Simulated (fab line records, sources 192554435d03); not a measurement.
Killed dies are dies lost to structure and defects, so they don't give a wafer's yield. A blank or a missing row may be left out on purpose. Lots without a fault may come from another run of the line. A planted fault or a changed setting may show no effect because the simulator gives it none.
A struck lot beside a sound one | flow n5_finfet | 16 steps out of a route of 1938
Sound: wafers L713.2, L713.3, L713.4. Struck: wafers L724.2, L724.4, L724.5. The cause comes at the end.
At each step with rows: each side's tool, then ch and its chambers, then its first start. Under that, the readings that differ: sound wafers | struck wafers | difference of the means | sigmas: that difference in standard deviations of wafers without a fault.
alike: readings whose means differ by less than 2 such deviations, and words and numbers that are the same on both sides. not compared: withheld readings, readings that some wafer has no value for, bounds like >300 that may hide the same value, and numbers for which the record gives no deviation and whose values overlap.
The two part at a step that has a row with sigmas, a row that says differs or no value, or rows on one side only. Numbers that don't overlap but have no deviation are shown without sigmas and don't part them. A reading that every wafer of one side lacks parts them only if that side has two wafers or more.

first, 1 step without rows for these wafers: N5_BEOL_M0_SAQP_MANDREL1_REMOVE_100 (chemistry HBr/Cl2/O2, target a-Si, stops on SiNx, bt time 10 s).
N5_BEOL_M0_SAQP_CD_MEAS_25: target cd 13.1 nm.
  sound on cd_sem-01 ch 0, day 6 19:31; struck on cd_sem-01 ch 0, day 9 16:20
  alike: cd_nm
then, 1 step without rows for these wafers: N5_BEOL_M0_SAQP_ETCH_101 (etches SiNx in CH3F/O2, target depth 29.9 nm, time 42.7 s).
N5_BEOL_M0_SAQP_ETCH_102: etches SiO2 in CF4, target depth 4 nm, time 4.4 s.
  sound on rie_si-02 ch 0,2,3, day 6 19:40; struck on rie_si-03 ch 0,1,2, day 9 16:31
  alike: drypump_motor_current_A, oes_product_au, throttle_valve_pct
  not compared: rf_hours_counter_h
N5_BEOL_M0_SAQP_MANDREL_ETCH_103: etches a-Si in HBr/Cl2, stops on SiCN, target depth 45 nm, bt time 10 s, time 27 s.
  sound on rie_si-02 ch 0,2,3, day 6 19:42; struck on rie_si-03 ch 0,1,2, day 9 16:32
  alike: drypump_motor_current_A, oes_product_au, throttle_valve_pct
  not compared: rf_hours_counter_h
then, 4 steps without rows for these wafers: N5_BEOL_M0_SAQP_RECESS_104 (chemistry HF/NH3, target SiO2, target depth 18 nm, afs cycles 3, sublimation time 60 s); N5_BEOL_M0_SAQP_COAT_105 (time 60 s, resist thk 100 nm); N5_BEOL_M0_SAQP_ETCH_106 (etches SOC in N2/H2, stops on SiNx, target depth 150 nm); N5_BEOL_M0_SAQP_ETCH_107 (etches SiNx in CH3F/O2, target depth 30 nm).
N5_BEOL_M0_SAQP_STRIP_108: strips in N2/H2.
  sound on rie_diel-03 ch 0,1,2, day 6 20:19; struck on rie_diel-04 ch 1,3, day 9 17:10
  alike: drypump_motor_current_A, oes_product_au, rf_vpp_V, showerhead_plenum_p_Torr, temp_c, throttle_valve_pct
  not compared: rf_hours_counter_h
N5_BEOL_M0_SAQP_RECESS_109: chemistry HF/NH3, target SiO2, target depth 3 nm, afs cycles 1, sublimation time 60 s.
  sound on vapor_etch-01 ch 0,1, day 6 20:23; struck on vapor_etch-01 ch 0,1, day 9 17:14
  alike: drypump_motor_current_A, temp_c
then, 1 step without rows for these wafers: N5_BEOL_M0_SAQP_SPACER2_ALD_26 (deposits SiO2, target thk 15 nm, pulse time 1 s, purge time 2 s).
N5_BEOL_M0_SAQP_SPACER2_ETCHBACK_27: etches SiO2 in CHF3/O2, target depth 22.5 nm, time 11.25 s.
  sound on rie_diel-05 ch 0,3, day 6 21:05; struck on rie_diel-05 ch 0,1,2, day 9 20:03
  no value came back on the struck wafers for any of 8 readings (CHF3_flow_sccm (sccm), O2_flow_sccm (sccm) and others); on the sound wafers CHF3_flow_sccm (sccm) reads 49.94 50.26 49.88
  not compared: rf_hours_counter_h, model.a-Si_of_BEOL_M0_SAQP_PECVD_96.thk_nm
N5_BEOL_M0_SAQP_MANDREL2_REMOVE_110: chemistry HBr/Cl2/O2, target a-Si, stops on SiCN, bt time 10 s.
  sound on rie_si-01 ch 0,1,2, day 6 21:10; struck on rie_si-03 ch 0,2, day 9 20:08
  alike: drypump_motor_current_A, oes_product_au, throttle_valve_pct
  not compared: rf_hours_counter_h
N5_BEOL_M4_RC_MEAS_101:
  the record has rows for the sound wafers here (prober-02 ch 0, day 9 13:31) and none for the struck ones
-- the record jumps here: 8 days lie between the struck wafers' starts before and after (it left off in module BEOL_M4 and takes up again in module PASSIVATION, whose first step shown is number 1936 of the route) --
N5_PASSIVATION_PROBE_49:
  sound on prober-01, day 13 19:50; struck on prober-01, day 17 15:00
  reading                  | sound          | struck         | difference | sigmas
  defect_limited_yield (%) | 92.7 93.5 92.3 | 0 0 0          | -93        | -66
  killed_at_M0_to_M3       | 22 25 20       | 1116 1116 1129 | +1098      | +99 or more
  killed_dies              | 86 77 91       | 1180 1180 1180 | +1095      | +64
  killed_on_rim            | 15 10 13       | 152 152 152    | +139       | +36
  sort_bin_5_function (%)  | 4.2 4.0 4.6    | 97.1 96.9 97.6 | +92.9      | +99 or more
  sort_n_pass              | 1094 1103 1089 | 0 0 0          | -1095      | -64
  sort_yield_pct (%)       | 92.7 93.5 92.3 | 0 0 0          | -93        | -66
  alike: killed_at_M4_up, killed_at_contacts, killed_at_front_end, killed_at_other, killed_open, killed_short, sort_bin_6_memory

WHERE THEY PART
First at N5_BEOL_M0_SAQP_SPACER2_ETCHBACK_27; last, within this record, at N5_PASSIVATION_PROBE_49.

WHY: what the simulator had put in
Skipped step whole: rie_diel-05, from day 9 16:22 on, at N5_BEOL_M0_SAQP_SPACER2_ETCHBACK_27. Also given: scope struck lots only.
